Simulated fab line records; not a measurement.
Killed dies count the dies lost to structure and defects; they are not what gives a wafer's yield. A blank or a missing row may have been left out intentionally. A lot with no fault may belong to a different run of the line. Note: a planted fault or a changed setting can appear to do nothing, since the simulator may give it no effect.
Which tool was responsible? :: flow nand-harc :: Sampling: 11 lots, 33 wafers, 2 of 1302 route steps

## WHAT EACH GAUGE READ, for each wafer
NHARC_A_CONTACT_INSPECT_23.
lot: L075
measured: day 23 09:53
on: defect-inspect-02
raw-defect-count: 651 512 719

lot: L076
measured: day 23 19:54
on: defect-inspect-02
raw-defect-count: 333 444 513

lot: L079
measured: day 24 02:32
on: defect-inspect-01
raw-defect-count: 345 390 343

lot: L081
measured: day 25 12:14
on: defect-inspect-01
raw-defect-count: 582 453 414

lot: L084
measured: day 26 07:43
on: defect-inspect-01
raw-defect-count: 494 358 527

lot: L086
measured: day 27 04:16
on: defect-inspect-01
raw-defect-count: 553 602 435

lot: L089
measured: day 28 06:10
on: defect-inspect-01
raw-defect-count: 455 456 502

lot: L091
measured: day 28 22:22
on: defect-inspect-01
raw-defect-count: 474 405 335

lot: L095
measured: day 30 08:26
on: defect-inspect-01
raw-defect-count: 363 412 494

lot: L093
measured: day 30 12:10
on: defect-inspect-01
raw-defect-count: 641 463 509

lot: L096
measured: day 32 13:07
on: defect-inspect-01
raw-defect-count: 585 593 518

## TOOL THAT RAN EACH LOT (tool first, then ch and the chambers of the sampled wafers, then the start)
lot: L075
NHARC_A_CONTACT_ETCH_110: rie-diel-03 ch 0,1,3, day 23 07:45

lot: L076
NHARC_A_CONTACT_ETCH_110: rie-diel-04 ch 0,1,3, day 23 17:43

lot: L079
NHARC_A_CONTACT_ETCH_110: rie-diel-04 ch 0,2,3, day 24 00:17

lot: L081
NHARC_A_CONTACT_ETCH_110: rie-diel-03 ch 1,2, day 25 10:00

lot: L084
NHARC_A_CONTACT_ETCH_110: rie-diel-03 ch 0,3, day 26 05:35

lot: L086
NHARC_A_CONTACT_ETCH_110: rie-diel-03 ch 2,3, day 27 02:05

lot: L089
NHARC_A_CONTACT_ETCH_110: rie-diel-03 ch 1,2,3, day 28 03:57

lot: L091
NHARC_A_CONTACT_ETCH_110: rie-diel-04 ch 0,1,2, day 28 20:10

lot: L095
NHARC_A_CONTACT_ETCH_110: rie-diel-04 ch 0,2,3, day 30 06:18

lot: L093
NHARC_A_CONTACT_ETCH_110: rie-diel-11 ch 0,1,2, day 30 10:01

lot: L096
NHARC_A_CONTACT_ETCH_110: rie-diel-04 ch 1,2, day 32 10:07
- NHARC_A_CONTACT_ETCH_110: etches the open film in CF4/O2, target depth 60 nm, overetch 6 nm, time 33 s.

## THE ANSWER, worked out from the rows above alone
Rule: the usual values come from the lots themselves. The widest of any qualifying gaps counts: lots, ordered by their means at a reading, are off when they make up no more than a third of the lots, leave a main group of 4 or more, and stand apart from it by 3 or more times the standard deviation of that group's means. Not used: any main group whose means are identical at the precision the tables above print for the reading. A lot without any number at a reading at which 4 lots or more have one is off too. Where the step has rows for the other lots, those lots are counted as sound.
No lot is off on any of the readings shown, so nothing can be concluded from this.

## WHAT THE SIMULATOR HAD INSERTED
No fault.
